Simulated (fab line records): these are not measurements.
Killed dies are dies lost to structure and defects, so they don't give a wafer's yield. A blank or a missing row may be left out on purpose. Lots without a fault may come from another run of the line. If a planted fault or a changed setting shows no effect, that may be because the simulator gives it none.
Which of the tools did it? -- flow nandHarc -- 13 lots with 39 wafers sampled at 5 steps, on a route of 1159 steps

WHAT THE GAUGES SHOWED, per wafer
NHARC_P_M0_THK_MEAS_24: measures by xrf.
lot,measured,on,thkNm (nm)
L389,day 5 20:35,filmMetro-01,118.7 119.2 118.1
L390,day 5 21:31,filmMetro-01,117.9 117.5 117.6
L392,day 6 13:49,filmMetro-01,116.3 116.4 117.2
L391,day 6 14:13,filmMetro-02,118.8 118.0 116.5
L393,day 6 16:12,filmMetro-02,116.5 118.1 120.1
L394,day 7 03:22,filmMetro-01,115.8 116.4 116.8
L395,day 7 03:34,filmMetro-01,115.7 118.2 116.6
L396,day 7 17:55,filmMetro-01,119.0 120.5 118.8
L398,day 8 07:53,filmMetro-02,117.7 118.2 116.3
L399,day 8 14:46,filmMetro-01,119.2 120.1 119.4
L408,day 11 00:23,filmMetro-02,117.3 115.0 116.8
L411,day 11 04:56,filmMetro-02,116.8 118.5 115.1
L412,day 11 15:01,filmMetro-02,117.5 119.0 115.8

NHARC_P_M1_CD_MEAS_09: target cd 130 nm.
lot,measured,on,cdNm (nm)
L389,day 5 22:08,cdSem-02,129.9 129.2 130.0
L390,day 5 23:05,cdSem-02,130.1 129.0 130.4
L392,day 6 15:22,cdSem-03,131.0 131.0 130.4
L391,day 6 15:46,cdSem-01,130.5 129.9 129.9
L393,day 6 17:36,cdSem-03,131.0 130.8 130.8
L394,day 7 04:54,cdSem-01,130.7 130.7 130.1
L395,day 7 05:18,cdSem-01,130.2 130.5 130.8
L396,day 7 19:29,cdSem-02,130.5 130.5 131.1
L398,day 8 09:26,cdSem-03,130.0 129.8 129.7
L399,day 8 16:18,cdSem-01,130.5 131.1 130.2
L408,day 11 01:55,cdSem-03,132.8 132.6 133.1
L411,day 11 06:21,cdSem-03,132.3 132.6 131.9
L412,day 11 16:34,cdSem-02,131.3 131.1 131.5

NHARC_P_M1_INSPECT_11.
lot,measured,on,rawDefectCount
L389,day 5 22:16,defectInspect-02,9 5 4
L390,day 5 23:13,defectInspect-01,8 5 7
L392,day 6 15:29,defectInspect-01,4 2 6
L391,day 6 15:54,defectInspect-01,3 2 2
L393,day 6 17:44,defectInspect-02,1 3 2
L394,day 7 05:02,defectInspect-01,4 1 1
L395,day 7 05:26,defectInspect-01,5 6 6
L396,day 7 19:36,defectInspect-01,3 6 3
L398,day 8 09:34,defectInspect-02,6 3 2
L399,day 8 16:26,defectInspect-02,1 5 2
L408,day 11 02:02,defectInspect-01,5 6 8
L411,day 11 06:28,defectInspect-01,4 7 8
L412,day 11 16:41,defectInspect-01,5 8 5

NHARC_END_SORT_01.
lot,measured,on,defectLimitedYield (%),killedAtArray,killedAtOther,killedAtPeriphery,killedDies,killedOpen,killedShort,sort_bin_2_pct (%),sort_bin_3_pct (%),sort_bin_4_pct (%),sortNPass,sortRimYieldPct (%),sortYieldPct (%)
L398,day 21 21:46,prober-01,95.1 96.6 95.9,29 21 25,1 0 0,3 2 3,33 23 28,3 2 2,3 1 3,1.6 1.0 1.8,0 0.30 0.44,3.2 2.1 1.9,644 654 649,95.3 100.0 97.2,95.1 96.6 95.9

WHICH TOOL RAN EACH LOT (tool, then ch and the chambers of the sampled wafers, then the start)
lot,NHARC_P_M0_PVD_21
L389,"pvdSputter-01, day 5 20:35 or earlier"
L390,"pvdSputter-01, day 5 21:31 or earlier"
L392,"pvdSputter-02, day 6 13:49 or earlier"
L391,"pvdSputter-01, day 6 14:13 or earlier"
L393,"pvdSputter-03, day 6 16:12 or earlier"
L394,"pvdSputter-01, day 7 03:22 or earlier"
L395,"pvdSputter-02, day 7 03:34 or earlier"
L396,"pvdSputter-01, day 7 17:55 or earlier"
L398,"pvdSputter-03, day 8 07:53 or earlier"
L399,"pvdSputter-02, day 8 14:46 or earlier"
L408,"pvdSputter-02, day 11 00:23 or earlier"
L411,"pvdSputter-02, day 11 04:56 or earlier"
L412,"pvdSputter-01, day 11 15:01 or earlier"
- NHARC_P_M0_PVD_21: deposits Cu, target thk 30 nm, time 20.49 s.

WHAT THE TOOLS THEMSELVES READ (means of the sampled wafers that have a number; where no wafer has one, the mark that the record gives instead)
NHARC_P_M0_PVD_21.
lot,tool,throttleValvePct (%)
L389,pvdSputter-01,30.1
L390,pvdSputter-01,29.6
L392,pvdSputter-02,30.1
L391,pvdSputter-01,29.3
L393,pvdSputter-03,30.9
L394,pvdSputter-01,30.1
L395,pvdSputter-02,30.4
L396,pvdSputter-01,29.7
L398,pvdSputter-03,30.4
L399,pvdSputter-02,29.8
L408,pvdSputter-02,30.3
L411,pvdSputter-02,29.7
L412,pvdSputter-01,30.8

THE ANSWER, worked out from the rows above alone
Rule: the usual values come from the lots themselves. Put in order of their means at a reading, lots are off if they are a third of the lots or fewer, leave a main group of 4 or more, and stand apart from it by a gap of 3 or more times the standard deviation of the main group's means; of several such gaps the widest counts. A main group whose means are all the same, to the digits that the tables above print for the reading, isn't used. Also off: a lot with no number at a reading for which 4 or more lots have one. The other lots that the step has rows for count as sound. After the gauges, taken in route order, come the tools' own readings; for these a lot's mean is taken, as printed above. At the first step where some lot is off, the reading lying furthest off is the one used; lots without a number count as furthest.
None of the lots is off at any reading shown; this tells nothing.

WHAT WAS PUT IN BY THE SIMULATOR
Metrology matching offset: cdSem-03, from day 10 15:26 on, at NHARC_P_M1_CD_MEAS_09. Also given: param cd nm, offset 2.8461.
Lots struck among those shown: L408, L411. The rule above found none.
